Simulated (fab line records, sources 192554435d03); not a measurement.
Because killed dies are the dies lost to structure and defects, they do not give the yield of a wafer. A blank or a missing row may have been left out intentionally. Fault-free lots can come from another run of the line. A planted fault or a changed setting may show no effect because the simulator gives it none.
Split-lot experiment	flow n5Finfet	7 lots, 39 wafers read, on a route of 1938 steps

== ON THE SPLIT ==
At N5_GATE_CUT_HM_DEP_46 (deposits SiO2 from TEOS/O2, target thk 130 nm, time 26.6 s), the setting targetThkA was moved away from the recipe's 1300 angstrom on 15 of the 39 wafers read, by +5.8% to +13.7%. For the rest of the wafers, this setting stayed at what the recipe calls for.

== FROM THE SPLIT TO THE READING: what the file shows between them, 3 steps ==
- N5_GATE_CUT_ETCH_37: etches SOC in N2/H2, target depth 60 nm, overetch 12 nm, time 90 s (also split here: biasW)
- N5_GATE_CUT_STRIP_38: strips in N2/H2
- N5_GATE_CUT_STRIP_39: strips in N2/H2

== THE READING ==
SOC_of_GATE_CUT_COAT_34.thkNm (the simulator's own value, which no gauge read), in nm, at N5_GATE_CUT_HM_OPEN_40 (chemistry C4F6/O2, target SiO2, target depth 139 nm, time 85.1 s). The file does not state a usual value for it. Here, 24 wafers ran the recipe; their average is 32.9 nm with a standard deviation of 0.49 nm.

wafer	tool, chamber at the split	targetThkA as run, angstrom	against the recipe	SOC_of_GATE_CUT_COAT_34.thkNm, nm	against lot-mates on the recipe
L074.1	pecvd-02, 2	1387	+6.7%	32	-0.9
L074.2	pecvd-02, 0	1300	recipe	32.6	-
L074.3	pecvd-02, 1	1387	+6.7%	31.4	-1.5
L074.4	pecvd-02, 1	1300	recipe	33.2	-
L074.5	pecvd-02, 2	1300	recipe	33	-
L074.6	pecvd-02, 0	1387	+6.7%	30.4	-2.5
L075.1	pecvd-04, 1,2	1300	recipe	32.6	-
L075.2	pecvd-04, 1,2	1300	recipe	33.4	-
L075.3	pecvd-04, 0	1300	recipe	33	-
L075.4	pecvd-04, 2	1300	recipe	33.6	-
L075.5	pecvd-04, 1	1300	recipe	32.4	-
L075.6	pecvd-04, 0	1300	recipe	32.8	-
L077.1	pecvd-04, 0	1300	recipe	32.4	-
L077.2	pecvd-04, 2	1375	+5.8%	31.8	-1.0
L077.3	pecvd-04, 1	1300	recipe	33.2	-
L077.4	pecvd-04, 1	1300	recipe	32.8	-
L077.5	pecvd-04, 0	1375	+5.8%	31.2	-1.6
L077.6	pecvd-04, 2	1375	+5.8%	31.6	-1.2
L078.1	pecvd-04, 2	1300	recipe	32.2	-
L078.2	pecvd-04, 0	1478	+13.7%	28.4	-4.0
L078.3	pecvd-04, 1	1300	recipe	32.2	-
L078.4	pecvd-04, 0	1300	recipe	32.8	-
L078.5	pecvd-04, 1,2	1478	+13.7%	28.2	-4.2
L078.6	pecvd-04, 1,2	1478	+13.7%	28.2	-4.2
L091.2	pecvd-03, 0	1300	recipe	33.4	-
L091.3	pecvd-03, 2	1300	recipe	33.2	-
L091.5	pecvd-03, 2	1300	recipe	33.8	-
L093.1	pecvd-03, 1	1300	recipe	33.8	-
L093.2	pecvd-03, 0	1458	+12.2%	29.6	-3.9
L093.3	pecvd-03, 2	1458	+12.2%	30.4	-3.1
L093.4	pecvd-03, 1	1300	recipe	33.6	-
L093.5	pecvd-03, 2	1300	recipe	33.2	-
L093.6	pecvd-03, 0	1458	+12.2%	29.4	-4.1
L095.1	pecvd-04, 1	1300	recipe	33	-
L095.2	pecvd-04, 2	1414	+8.8%	30.4	-2.1
L095.3	pecvd-04, 0	1414	+8.8%	30.2	-2.3
L095.4	pecvd-04, 0	1300	recipe	32.4	-
L095.5	pecvd-04, 1	1300	recipe	32.2	-
L095.6	pecvd-04, 2	1414	+8.8%	30	-2.5
Where a row lists several chambers, the file gives one row for several wafers and doesn't say which wafer went through which chamber.

THE FIT
A straight line over all 39 wafers: SOC_of_GATE_CUT_COAT_34.thkNm changes by -0.302 nm for each +1% of targetThkA; r = -0.95; the points scatter about the line by 0.53 nm.
The same after taking each lot's own level away (the mean of its wafers on the recipe; 39 wafers): -0.292 nm for each +1%; r = -0.97; scatter 0.39 nm.
The reading moves by 4 nm for the largest change in targetThkA, on that fit.
The span of the lots' own levels, 32.40 to 33.53 nm, comes to 2.3 times the standard deviation stated above.
So the lot-to-lot level changes the slope little: the two slopes agree.
Check: with one of the wafers moved furthest among these (+13.7%) left out of the fit, the line predicts -3.94 nm for it against its lot-mates. Against them it came out at -4 nm.

== OTHER SPLITS ON THESE WAFERS ==
Before the reading, these wafers also passed through other splits. Each is held against what the fit with the lots' levels taken away leaves over:
other split on the same wafers	wafers away from the commonest value	r with SOC_of_GATE_CUT_COAT_34.thkNm (lot level and that fit taken away)
N5_HKMG_FIN_ETCH_32 biasW	18	-0.03
N5_GATE_CUT_ETCH_56 icpW	15	-0.14
N5_GATE_CUT_ETCH_37 biasW	18	+0.05

== THE WHOLE CHAIN: every reading that the file lists as answering this split, in the file's order ==
step	what it does	reading	change (the file's fit)	r (the file's)
N5_GATE_CUT_HM_DEP_46	deposits SiO2 from TEOS/O2, target thk 130 nm, time 26.6 s	SiO2_of_GATE_CUT_HM_DEP_46.thkNm (the simulator's own value, which no gauge read)	+1.36 nm for each +1% of the setting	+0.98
N5_GATE_CUT_HM_OPEN_40	chemistry C4F6/O2, target SiO2, target depth 139 nm, time 85.1 s	etchRfOnTimeS	withheld for each +1% of the setting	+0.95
N5_GATE_CUT_HM_OPEN_40	chemistry C4F6/O2, target SiO2, target depth 139 nm, time 85.1 s	etch.depthNm (the simulator's own value, which no gauge read)	+1.36 nm for each +1% of the setting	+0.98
N5_GATE_CUT_HM_OPEN_40	chemistry C4F6/O2, target SiO2, target depth 139 nm, time 85.1 s	SOC_of_GATE_CUT_COAT_34.thkNm (the simulator's own value, which no gauge read)	-0.287 nm for each +1% of the setting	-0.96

== FILE'S OWN FIT ==
SOC_of_GATE_CUT_COAT_34.thkNm changes by -0.287 nm for each +1% of targetThkA, r = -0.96.
